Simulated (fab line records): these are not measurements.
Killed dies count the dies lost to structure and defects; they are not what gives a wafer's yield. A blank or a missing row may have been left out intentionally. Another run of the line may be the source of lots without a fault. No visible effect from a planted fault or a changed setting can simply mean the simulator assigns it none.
fab line records	flow n5-finfet
record lots=9	wafers=25	last-day=21
route steps=1938 shown HKMG_FIN@420 BEOL_M4@1111 PASSIVATION@1936
lots untouched by any fault: they come from a run of this same line in which no faults occurred
start-h: hours from the record's opening day to when the first of the lot's shown wafers began	wait-h: hours since the lot's step before	" as in the row above	L1.1+2: a row that stands for several wafers	- either no value or no given start	* or withheld: withheld	< > ~ a bound
route shown NAME@n: NAME is a module with steps in the file, n the number in the route of the first one	usual: the fault-free wafers' mean and standard deviation	same: alike in all rows	chamber/n: place in a boat	sites: readings site by site	_std_site: how widely they spread, as a standard deviation	_edge_site: outer sites' mean less inner sites'	radius-mm: how far each site lies from the wafer's centre	mask NAME#n: copy n	behind: tool/chamber where the wafer was last shaped	hold: cause of the lot's hold/its duration in hours/its outcome	device: the transistor (n, p or np) that didn't switch	end of line: tests run on the same wafers once the route is complete	where a step has no rows: the recipe by itself	killed: dies that structure and defects cost at the first sort, which is not the same as the wafer's yield	map: a wafer's dies, x killed, . not, _ none there
set.NAME: the setting as run; set.NAME@STEP: as run at that earlier step	model.NAME: the simulator's own value behind a step, which no gauge read
steps of the route over a sample of lots; a table a step, a row a wafer
services: a tool's chamber out of use, with start hour (start-h, from the record's first day; less than 0 if before it), hours out, and reason
## steps
# step N5_HKMG_FIN_THK_MEAS_70
# recipe thk-meas-gauge=xrf	reads=HfO2_of_HKMG_FIN_HK_ALD_01
# usual HK_THK=1.574/0.021
lot.wafer	tool	chamber	start-h	wait-h	HK_THK[nm]
L802.2	film-metro-01	-	83.66	0.2	1.570
L802.5	"	-	"	"	1.555
L802.6	"	-	"	"	1.563
L803.2	film-metro-01	-	89.74	0.2	1.583
L803.6	"	-	"	"	1.543
L804.1	film-metro-02	-	101.63	0.2	1.589
L804.4	"	-	"	"	1.564
L804.6	"	-	"	"	1.620
L813.1	film-metro-01	-	154.77	0.2	1.576
L813.2	"	-	"	"	1.562
L813.6	"	-	"	"	1.579
L814.1	film-metro-01	-	158.62	0.2	1.576
L814.5	"	-	"	"	1.576
L814.6	"	-	"	"	1.566
L815.1	film-metro-01	-	165.02	0.2	1.568
L815.2	"	-	"	"	1.601
L815.5	"	-	"	"	1.588
L817.4	film-metro-02	-	175.18	0.2	1.555
L817.6	"	-	"	"	1.590
L822.1	film-metro-02	-	205.41	0.2	1.607
L822.5	"	-	"	"	1.631
L822.6	"	-	"	"	1.574
L823.2	film-metro-01	-	216.66	0.2	1.579
L823.3	"	-	"	"	1.569
L823.6	"	-	"	"	1.563
# step N5_HKMG_FIN_ETCH_35
# recipe chemistry=N2/H2	target=SOC	target-depth-a=2158	ion-energy-ev=65	bias-w=5	source-w=3000	time-s=243.4	pressure-mtorr=30	n2-flow-sccm=200	h2-flow-sccm=200
# usual bias-w=5.001/0.015	chamber-pressure-mTorr=30.002/0.028	drypump-motor-current-A=5.9/0.41	oes-product-au=0.79/0.095	rf-vpp-V=141.9/1	showerhead-plenum-p-Torr=2.58/0.09	throttle-valve-pct=17.84/0.3
lot.wafer	tool	chamber	start-h	wait-h	bias-w	chamber-pressure-mTorr	drypump-motor-current-A	oes-product-au	rf-hours-counter-h	rf-vpp-V	showerhead-plenum-p-Torr	throttle-valve-pct
L802.2	rie-diel-05	3	84.93	0.0	4.987	30.035	6.7	0.72	249	141.7	2.38	17.80
L802.5	"	3	"	"	4.994	29.980	6.7	0.73	-	139.2	2.38	17.80
L802.6	"	2	"	"	4.995	30.007	5.8	0.91	-	143.1	2.61	17.67
L803.2	rie-diel-01	2	91.00	0.0	5.011	29.992	5.6	0.77	145	141.3	2.56	17.68
L803.6	"	1	"	"	5.018	30.056	5.9	0.69	-	140.0	2.51	18.11
L804.1	rie-diel-04	2	103.38	0.0	5.005	29.993	5.7	0.82	70	143.7	2.56	17.59
L804.4	"	3	"	"	5.010	30.008	5.7	0.74	217	142.4	2.62	17.94
L804.6	"	1	"	"	4.985	29.988	6.3	0.94	-	141.5	2.62	18.03
L813.1	rie-diel-01	3	156.30	0.0	-	-	-	-	-	-	-	-
L813.2	"	1	"	"	-	-	-	-	-	-	-	-
L813.6	"	0	"	"	-	-	-	-	-	-	-	-
L814.1	rie-diel-04	2	159.75	0.0	-	-	-	-	-	-	-	-
L814.5	"	0	"	"	-	-	-	-	-	-	-	-
L814.6	"	3	"	"	-	-	-	-	-	-	-	-
L815.1	rie-diel-05	1	166.45	0.0	-	-	-	-	-	-	-	-
L815.2	"	2	"	"	-	-	-	-	-	-	-	-
L815.5	"	3	"	"	-	-	-	-	-	-	-	-
L817.4	rie-diel-05	0	176.44	0.0	5.017	29.919	5.7	0.83	58	141.5	2.67	17.32
L817.6	"	1	"	"	5.016	29.979	6.2	0.94	-	142.7	2.73	18.06
L822.1	rie-diel-01	2	207.53	0.0	5.005	30.003	5.6	0.73	187	142.5	2.54	17.75
L822.5	"	1	"	"	4.989	30.026	5.9	0.67	-	142.5	2.49	18.17
L822.6	"	0	"	"	4.965	30.047	6.2	0.81	-	143.2	2.71	18.04
L823.2	rie-diel-01	3	218.21	0.0	5.011	29.988	6.4	0.71	183	142.1	2.53	17.63
L823.3	"	1	"	"	5.010	29.991	6.0	0.66	250	141.7	2.49	18.18
L823.6	"	0	"	"	5.000	29.983	6.2	0.79	-	142.2	2.71	18.03
# step N5_HKMG_FIN_STRIP_92
# recipe chemistry=N2/H2	material=SOC	time-s=20	power-w=500	temp-c=40	pressure-mtorr=50	rf-frequency-hz=6e+07	bias-power-w=8	h2-frac=0.5	n2-flow-sccm=300	h2-flow-sccm=300
# usual drypump-motor-current-A=5.9/0.41	oes-product-au=0.79/0.095	rf-vpp-V=54.3/0.82	showerhead-plenum-p-Torr=3.41/0.11	throttle-valve-pct=19.1/0.49
lot.wafer	tool	chamber	start-h	wait-h	drypump-motor-current-A	oes-product-au	rf-hours-counter-h	rf-vpp-V	showerhead-plenum-p-Torr	throttle-valve-pct
L802.2	rie-diel-05	3	85.08	0.1	6.7	0.73	249	53.0	3.15	18.7
L802.5	"	3	"	"	6.7	0.73	-	54.0	3.15	18.7
L802.6	"	2	"	"	5.8	0.93	-	54.8	3.44	19.0
L803.2	rie-diel-01	2	91.15	0.1	5.6	0.77	146	53.3	3.38	18.8
L803.6	"	1	"	"	5.9	0.71	-	53.6	3.31	19.4
L804.1	rie-diel-04	2	103.53	0.1	5.7	0.81	70	52.9	3.38	18.8
L804.4	"	3	"	"	5.7	0.74	217	54.1	3.46	18.9
L804.6	"	1	"	"	6.3	0.95	-	55.0	3.46	19.7
L813.1	rie-diel-01	3	156.45	0.1	6.4	0.73	159	53.1	3.35	18.8
L813.2	"	1	"	"	5.9	0.69	223	54.7	3.30	19.5
L813.6	"	0	"	"	6.2	0.84	-	53.6	3.58	19.6
L814.1	rie-diel-04	2	159.90	0.1	5.7	0.78	90	52.8	3.37	18.9
L814.5	"	0	"	"	5.1	0.69	-	54.9	3.32	19.4
L814.6	"	3	"	"	5.7	0.72	-	53.5	3.45	19.0
L815.1	rie-diel-05	1	166.60	0.1	6.2	0.93	10	55.2	3.59	19.7
L815.2	"	2	"	"	5.8	0.87	40	53.7	3.43	19.0
L815.5	"	3	"	"	6.7	0.92	-	54.8	3.54	18.3
L817.4	rie-diel-05	0	176.59	0.1	5.7	0.84	58	56.1	3.52	18.3
L817.6	"	1	"	"	6.2	0.92	-	55.3	3.59	19.7
L822.1	rie-diel-01	2	207.68	0.1	5.6	0.73	187	54.3	3.35	18.9
L822.5	"	1	"	"	6.0	0.66	-	54.5	3.29	19.5
L822.6	"	0	"	"	6.2	0.82	-	55.4	3.57	19.6
L823.2	rie-diel-01	3	218.36	0.1	6.5	0.71	184	52.8	3.34	18.9
L823.3	"	1	"	"	6.0	0.66	250	54.4	3.29	19.5
L823.6	"	0	"	"	6.2	0.81	-	55.2	3.57	19.6
# step N5_HKMG_FIN_ALD_71
# recipe material=TiN	target-thk-a=10	temp-c=400	ald-precursor-family=TiCl4	ald-co-reactant=NH3	pulse-time-s=1	purge-time-s=3	co-reactant-purge-time-s=2	co-reactant-pulse-time-s=2	ald-cycles=47	pressure-torr=3
# usual heater-power-w=878/94	precursor-pulse-height-rel=1.003/0.02	susceptor-temp-C=399.99/0.22
# same co-reactant-pulse-time-s=2
lot.wafer	tool	chamber	start-h	wait-h	heater-power-w	precursor-pulse-height-rel	susceptor-temp-C
L802.2	ald-metal-01	0	86.68	0.0	789	0.998	400.09
L802.5	"	1	"	"	1024	1.018	399.80
L802.6	"	2	"	"	818	1.031	399.73
L803.2	ald-metal-02	0	92.75	0.0	735	0.988	399.62
L803.6	"	2	"	"	849	0.995	399.88
L804.1	ald-metal-03	1	105.13	0.0	788	1.041	400.22
L804.4	"	0	"	"	957	1.010	399.40
L804.6	"	2	"	"	808	0.975	400.25
L813.1	ald-metal-01	0	158.05	0.0	807	1.011	399.85
L813.2	"	2	"	"	814	0.986	400.36
L813.6	"	3	"	"	974	0.972	400.09
L814.1	ald-metal-03	2	161.50	0.0	826	1.031	399.41
L814.5	"	1	"	"	791	1.007	399.84
L814.6	"	2	"	"	826	1.001	399.82
L815.1	ald-metal-02	0	168.22	0.0	737	1.012	400.29
L815.2	"	2	"	"	852	0.995	400.14
L815.5	"	1	"	"	969	1.041	400.09
L817.4	ald-metal-02	1	178.21	0.0	988	0.990	400.02
L817.6	"	3	"	"	928	1.033	399.87
L822.1	ald-metal-02	1	209.56	0.0	1006	1.000	400.27
L822.5	"	3	"	"	928	0.995	400.07
L822.6	"	0	"	"	720	1.020	399.75
L823.2	ald-metal-02	3	219.96	0.0	926	0.995	399.88
L823.3	"	2	"	"	846	1.040	400.26
L823.6	"	0	"	"	738	0.989	400.24
# step N5_BEOL_M4_RC_MEAS_101
# usual DIBL_N=37.7/2	DIBL_P=37.7/2.3	IOFF_N=0.18/0.039	IOFF_N_85C=3.5/0.62	IOFF_N_LIN=0.083/0.014	IOFF_N_LONG=5.54e-05/2.7e-06	IOFF_P=0.23/0.042	ION_N=681/12	ION_P=463/8	SS_N=71.9/0.68	SS_P=73.6/0.71	VT_N=248/3.2	VT_N_LONG=274.5/2.1	VT_N_LVT=98/3.2	VT_P=-249/3.1
lot.wafer	tool	chamber	start-h	wait-h	DIBL_N[mV/V]	DIBL_P[mV/V]	IOFF_N[nA/um]	IOFF_N_85C[nA/um]	IOFF_N_LIN[nA/um]	IOFF_N_LONG[nA/um]	IOFF_P[nA/um]	ION_N[uA/um]	ION_P[uA/um]	SS_N[mV/dec]	SS_P[mV/dec]	VT_N[mV]	VT_N_LONG[mV]	VT_N_LVT[mV]	VT_P[mV]
L802.2	prober-02	0	265.07	0.2	42.7	41.4	0.26	4.7	0.111	5.7e-05	0.31	704	480	73.3	74.6	244	276.1	92	-245
L802.5	"	0	"	"	36.7	34.8	0.13	2.6	0.064	5.58e-05	0.18	672	465	71.3	72.9	254	272.0	101	-254
L802.6	"	0	"	"	42.0	40.6	0.25	4.5	0.107	5.68e-05	0.30	707	482	72.9	74.4	245	275.6	93	-247
L803.2	prober-02	0	276.70	0.2	38.0	37.0	0.19	3.6	0.084	5.36e-05	0.20	692	462	71.4	73.3	247	278.3	96	-252
L803.6	"	0	"	"	37.4	37.3	0.16	3.2	0.076	5.21e-05	0.21	681	459	71.2	73.3	249	279.4	99	-252
L804.1	prober-01	0	278.27	0.0	36.2	35.5	0.13	2.7	0.063	5.44e-05	0.16	658	441	72.6	73.6	254	275.6	100	-256
L804.4	"	0	"	"	37.5	38.0	0.16	3.2	0.076	5.5e-05	0.20	679	457	72.2	72.6	251	275.3	97	-254
L804.6	"	0	"	"	41.2	40.8	0.24	4.4	0.097	5.46e-05	0.24	677	452	72.4	74.0	245	276.4	93	-250
L815.1	prober-01	0	344.88	0.0	40.9	40.7	0.00	0.0	0.000	3.02e-05	0.30	245	477	72.4	74.6	450	477.8	305	-242
L815.2	"	0	"	"	37.4	36.3	0.00	0.0	0.000	2.99e-05	0.22	240	468	71.1	73.8	454	480.2	310	-250
L815.5	"	0	"	"	37.9	36.6	0.00	0.0	0.000	3.01e-05	0.22	241	471	71.7	73.2	458	477.8	310	-249
L817.4	prober-02	0	348.91	0.5	37.3	36.6	0.16	3.2	0.077	5.52e-05	0.23	680	463	72.0	74.3	252	275.1	102	-250
L817.6	"	0	"	"	38.1	37.9	0.19	3.6	0.084	5.58e-05	0.25	676	459	72.4	73.7	249	273.5	99	-246
L814.1	prober-01	0	349.73	0.0	37.2	37.6	0.00	0.0	0.000	2.98e-05	0.24	243	466	71.4	74.4	452	478.4	304	-249
L814.5	"	0	"	"	35.0	35.0	0.00	0.0	0.000	3e-05	0.20	246	476	70.9	72.8	454	476.3	304	-250
L814.6	"	0	"	"	41.1	41.9	0.00	0.0	0.000	3e-05	0.31	241	465	72.4	74.6	450	481.9	298	-243
L813.1	prober-01	0	353.43	0.0	34.6	35.0	0.00	0.0	0.000	3.01e-05	0.19	237	461	70.6	73.0	454	480.9	306	-250
L813.2	"	0	"	"	36.4	37.2	0.00	0.0	0.000	3.11e-05	0.22	239	461	71.1	73.6	458	479.1	305	-251
L813.6	"	0	"	"	39.1	40.1	0.00	0.0	0.000	3.12e-05	0.27	244	458	72.7	73.4	453	482.3	305	-248
L822.1	prober-02	0	389.10	0.0	39.4	38.3	0.22	4.0	0.091	5.81e-05	0.26	685	469	73.2	73.9	245	274.8	95	-247
L822.5	"	0	"	"	36.0	34.0	0.17	3.2	0.073	5.87e-05	0.19	680	459	71.6	72.8	249	271.7	97	-251
L822.6	"	0	"	"	38.5	39.8	0.22	4.1	0.098	5.67e-05	0.30	688	471	71.4	73.6	244	272.4	92	-246
L823.2	prober-02	0	402.43	0.2	36.5	36.5	0.16	3.2	0.077	6.23e-05	0.26	662	460	71.5	73.6	250	272.1	101	-245
L823.3	"	0	"	"	33.3	31.9	0.12	2.5	0.063	6.26e-05	0.17	680	463	70.8	73.0	248	270.0	102	-251
L823.6	"	0	"	"	36.9	37.3	0.19	3.5	0.087	6.11e-05	0.26	686	475	72.2	74.0	248	272.4	98	-246
# step N5_PASSIVATION_PROBE_49
# usual defect-limited-yield=91.1/1.4	killed_at_M0_to_M3=34/9.6	killed_at_M4_up=15/5.3	killed-at-contacts=12/6.1	killed-at-front-end=40/11	killed-at-other=3.5/2.8	killed-dies=105/17	killed-open=70/12	killed-short=34/7.7	sort_bin_4_leakage=0.01/0.07	sort_bin_5_function=5.2/0.97	sort_bin_6_memory=3.4/0.62	sort_bin_8_speed=0.00/0.023	sort-n-pass=1075/17	sort-yield-pct=91.1/1.4
# same gross-dies=1180	killed-at-back-side=0
lot.wafer	tool	chamber	start-h	wait-h	defect-limited-yield[%]	killed_at_M0_to_M3	killed_at_M4_up	killed-at-contacts	killed-at-front-end	killed-at-other	killed-dies	killed-open	killed-short	sort_bin_4_leakage[%]	sort_bin_5_function[%]	sort_bin_6_memory[%]	sort_bin_8_speed[%]	sort-n-pass	sort-yield-pct[%]
L815.1	prober-01	-	450.39	0.0	87.8	47	17	17	60	3	144	94	48	0	8.0	4.0	87.80	0	0
L815.2	prober-01	-	450.44	0.1	94.2	23	17	11	18	0	69	47	21	0	2.9	2.6	94.15	0	0
L815.5	prober-01	-	450.59	0.2	90.8	33	21	10	44	0	108	73	33	0	5.4	3.4	90.85	0	0
L813.1	prober-01	-	454.47	0.3	89.6	48	15	27	33	0	123	92	31	0	6.4	3.9	89.58	0	0
L813.2	prober-01	-	454.52	0.3	89.7	41	15	18	47	0	121	86	35	0	6.2	3.8	89.75	0	0
L813.6	prober-01	-	454.72	0.5	90.5	42	17	21	29	3	112	78	34	0	5.3	4.2	90.51	0	0
L814.1	prober-02	-	462.14	0.0	89.3	32	19	4	71	0	126	64	40	0	5.3	3.2	89.32	0	0
L814.5	prober-02	-	462.34	0.2	86.6	49	30	8	69	2	158	117	40	0	8.6	4.5	86.61	0	0
L814.6	prober-02	-	462.39	0.3	91.4	34	25	6	37	0	102	71	26	0	5.6	2.5	91.36	0	0
# killed by level:class
L815.1 FIN_SAQP:geometric-particle:short=25 FIN_SAQP:geometric-particle:open=17 MOL_CONTACT_COAG:geometric-particle:open=14 BEOL_M1:geometric-particle:open=14 BEOL_M0_SAQP:geometric-particle:open=12 BEOL_M4:geometric-particle:open=9 BEOL_M0_SAQP:geometric-particle:short=6 BEOL_M2:geometric-particle:short=6
L815.2 BEOL_M4:geometric-particle:open=12 MOL_CONTACT_COAG:geometric-particle:open=9 BEOL_M2:geometric-particle:open=8 FIN_SAQP:geometric-particle:short=5 BEOL_M0_SAQP:geometric-particle:short=5 BEOL_M1:geometric-particle:open=4 STARTING-WAFER:geometric-particle:open=3 FIN_SAQP:geometric-particle:open=2
L815.5 FIN_SAQP:geometric-particle:open=12 MOL_CONTACT_COAG:geometric-particle:open=9 BEOL_M2:geometric-particle:open=9 FIN_SAQP:geometric-particle:short=8 DUMMY_GATE:geometric-particle:open=7 BEOL_M0_SAQP:geometric-particle:open=7 GATE_CUT:geometric-particle:short=6 BEOL_M4:geometric-particle:open=6
L813.1 MOL_CONTACT_COAG:geometric-particle:open=23 STI_FIN_REVEAL:geometric-particle:open=10 BEOL_M1:geometric-particle:open=10 BEOL_M0:geometric-particle:open=7 BEOL_M0_SAQP:geometric-particle:short=7 BEOL_M4:geometric-particle:open=7 BEOL_M3:geometric-particle:open=6 BEOL_M2:geometric-particle:open=6
L813.2 MOL_CONTACT_COAG:geometric-particle:open=15 DUMMY_GATE:geometric-particle:open=12 BEOL_M4:geometric-particle:open=10 BEOL_M1:geometric-particle:open=8 BEOL_M0_SAQP:geometric-particle:open=8 BEOL_M3:geometric-particle:open=7 FIN_SAQP:geometric-particle:open=6 BEOL_M2:geometric-particle:open=6
L813.6 MOL_CONTACT_COAG:geometric-particle:open=20 BEOL_M2:geometric-particle:open=13 FIN_SAQP:geometric-particle:short=9 BEOL_M1:geometric-particle:open=9 BEOL_M4:geometric-particle:open=7 BEOL_M0_SAQP:geometric-particle:short=5 BEOL_M3:geometric-particle:open=5 FIN_SAQP:geometric-particle:open=3
L814.1 HKMG_FIN:area-etch=21 FIN_SAQP:geometric-particle:open=14 STI_FIN_REVEAL:geometric-particle:open=9 FIN_SAQP:geometric-particle:short=8 BEOL_M0_SAQP:geometric-particle:open=7 BEOL_M4:geometric-particle:open=7 STI_FIN_REVEAL:geometric-particle:short=5 BEOL_M2:geometric-particle:short=5
L814.5 STI_FIN_REVEAL:geometric-particle:open=31 BEOL_M3:geometric-particle:open=17 BEOL_M4:geometric-particle:open=16 FIN_SAQP:geometric-particle:open=11 STI_FIN_REVEAL:geometric-particle:short=10 BEOL_M1:geometric-particle:open=8 MOL_CONTACT_COAG:geometric-particle:open=7 BEOL_M0_SAQP:geometric-particle:open=6
L814.6 STI_FIN_REVEAL:geometric-particle:open=13 BEOL_M3:geometric-particle:open=11 BEOL_M4:geometric-particle:open=11 BEOL_M3:geometric-particle:short=6 FIN_SAQP:geometric-particle:short=5 MOL_CONTACT_COAG:geometric-particle:open=5 BEOL_M0_SAQP:geometric-particle:short=5 BEOL_M8:geometric-particle:open=4
## services
tool	chamber	start-h	hours	kind
ald-metal-02	1	66.81	6.3	repair
rie-diel-05	3	89.42	-	clean
rie-diel-05	3	89.42	-	consumable-replace:focus-ring
rie-diel-05	3	89.42	-	consumable-replace:showerhead
rie-diel-05	3	89.42	32.7	scheduled-down
rie-diel-05	3	89.42	32.7	vent-cycle
rie-diel-05	-	89.99	15.6	pm
rie-diel-01	-	109.73	14.6	pm
ald-metal-02	-	114.20	0.7	repair
rie-diel-05	1	122.16	-	clean
rie-diel-05	1	122.16	-	consumable-replace:focus-ring
rie-diel-05	1	122.16	-	consumable-replace:showerhead
ald-metal-01	-	124.88	0.9	repair
ald-metal-01	1	154.10	16.1	repair
ald-metal-03	3	160.13	24.5	repair
rie-diel-01	3	166.05	3.5	repair
rie-diel-04	1	200.64	69.6	repair
rie-diel-04	3	203.83	8.1	repair
ald-metal-03	-	207.08	6.0	pm
rie-diel-01	-	214.57	2.8	pm
rie-diel-01	1	219.36	-	clean
rie-diel-01	1	219.36	-	consumable-replace:focus-ring
rie-diel-01	1	219.36	21.5	scheduled-down
rie-diel-01	1	219.36	21.5	vent-cycle
## key
first-sign step=N5_HKMG_FIN_ETCH_35	reading=tool-record	direction=missing
effect step=N5_BEOL_M4_RC_MEAS_101	reading=VT_N_LONG	direction=up	sigmas=96	usual=274.5	struck=479.4
effect step=N5_BEOL_M4_RC_MEAS_101	reading=VT_N_LVT	direction=up	sigmas=65	usual=98	struck=305
effect step=N5_BEOL_M4_RC_MEAS_101	reading=VT_N	direction=up	sigmas=64	usual=248	struck=454
effect step=N5_BEOL_M4_RC_MEAS_101	reading=ION_N	direction=down	sigmas=36	usual=681	struck=242
effect step=N5_BEOL_M4_RC_MEAS_101	reading=IOFF_N_LONG	direction=down	sigmas=9.2	usual=5.54e-05	struck=3.03e-05
effect step=N5_BEOL_M4_RC_MEAS_101	reading=IOFF_N_LIN	direction=down	sigmas=6	usual=0.083	struck=0.000
effect step=N5_BEOL_M4_RC_MEAS_101	reading=IOFF_N_85C	direction=down	sigmas=5.7	usual=3.5	struck=0.0
effect step=N5_BEOL_M4_RC_MEAS_101	reading=IOFF_N	direction=down	sigmas=4.7	usual=0.18	struck=0.00
effect step=N5_PASSIVATION_PROBE_49	reading=sort_bin_8_speed	direction=up	sigmas=99+	usual=0.00	struck=89.99
met-at N5_HKMG_FIN_ETCH_35
struck-lots L813,L814,L815
baseline-loss step=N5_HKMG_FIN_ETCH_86	wafers=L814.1
not-acting-at N5_HKMG_FIN_THK_MEAS_70,N5_HKMG_FIN_STRIP_92,N5_HKMG_FIN_ALD_71
onset-between 103.38 156.30
fault kind=skipped-step-whole	tool=rie-diel-01,rie-diel-04,rie-diel-05	chamber=-	onset-h=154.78	steps=N5_HKMG_FIN_ETCH_35	scope=struck-lots-only
# baseline-loss: these wafers lose ten dies or more at that step, a loss of the line's own and not of a fault; the sort's usual values leave them out
